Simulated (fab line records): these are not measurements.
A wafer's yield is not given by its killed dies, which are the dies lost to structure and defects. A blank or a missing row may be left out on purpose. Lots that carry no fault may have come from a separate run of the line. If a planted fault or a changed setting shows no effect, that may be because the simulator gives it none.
Chamber matching | flow n5Finfet | rieDiel-01 running N5_BEOL_M3_STRIP_36: 4 sister chambers
The step strips in N2/H2. 14 wafers are shown with their chamber, then 7 later ones without.

== WAFERS, EACH WITH ITS CHAMBER ==
wafer  | chamber | throttleValvePct (%) | showerheadPlenumPTorr (Torr) | oesProductAu (a.u.)
L675.1 | 1       | 23.2                 | 2.40                         | 0.68
L675.4 | 3       | 24.0                 | 2.65                         | 0.75
L675.5 | 2       | 23.9                 | 2.48                         | 0.71
L678.1 | 3       | 24.1                 | 2.65                         | 0.75
L678.2 | 2       | 23.9                 | 2.48                         | 0.72
L678.3 | 1       | 23.2                 | 2.40                         | 0.68
L681.3 | 0       | 23.1                 | 2.58                         | 0.87
L681.4 | 3       | 24.0                 | 2.64                         | 0.74
L681.6 | 1       | 23.2                 | 2.39                         | 0.67
L683.2 | 1       | 23.2                 | 2.39                         | 0.67
L683.3 | 0       | 23.1                 | 2.57                         | 0.89
L683.4 | 3       | 24.0                 | 2.64                         | 0.74
L685.2 | 1       | 23.2                 | 2.39                         | 0.67
L685.3 | 0       | 23.1                 | 2.57                         | 0.88

SIGNATURES (averages over the wafers above)
reading               | chamber 0 | chamber 1 | chamber 2 | chamber 3 | scatter within a chamber
throttleValvePct      | 23.100    | 23.200    | 23.900    | 24.025    | 0.0274
showerheadPlenumPTorr | 2.5733    | 2.3940    | 2.4800    | 2.6450    | 0.00535
oesProductAu          | 0.8800    | 0.6740    | 0.7150    | 0.7450    | 0.00686
Rule: distance of a wafer from a chamber = root of the sum over the readings of ((wafer's reading minus chamber's mean) / reading's scatter) squared. The wafer belongs to the nearest chamber; if the next one is less than 2 further off, it can't be placed. The scatter: take each reading less its chamber's mean, square it, sum over the shown wafers, divide by the number of wafers less the number of chambers, and take the root.

== WAFERS WHOSE CHAMBER IS MISSING ==
wafer  | throttleValvePct (%) | showerheadPlenumPTorr (Torr) | oesProductAu (a.u.)
L685.5 | 24.1                 | 2.64                         | 0.74
L693.2 | 23.5                 | 2.47                         | 0.99
L693.4 | 23.1                 | 2.56                         | 0.84
L693.5 | 24.1                 | 2.63                         | 0.72
L696.1 | 23.1                 | 2.70                         | 0.97
L696.5 | 23.1                 | 2.70                         | 0.95
L696.6 | 23.5                 | 2.47                         | 0.95

== EACH ONE'S CHAMBER ==
wafer  | from the rows above | in truth
L685.5 | 3                   | 3
L693.2 | 0                   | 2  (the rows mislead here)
L693.4 | 0                   | 0
L693.5 | 3                   | 3
L696.1 | 0                   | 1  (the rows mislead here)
L696.5 | 0                   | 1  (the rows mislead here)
L696.6 | 0                   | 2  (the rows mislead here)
Correctly placed: 3 of 7. Left unplaced by these rows: 0. Placed wrongly: 4.
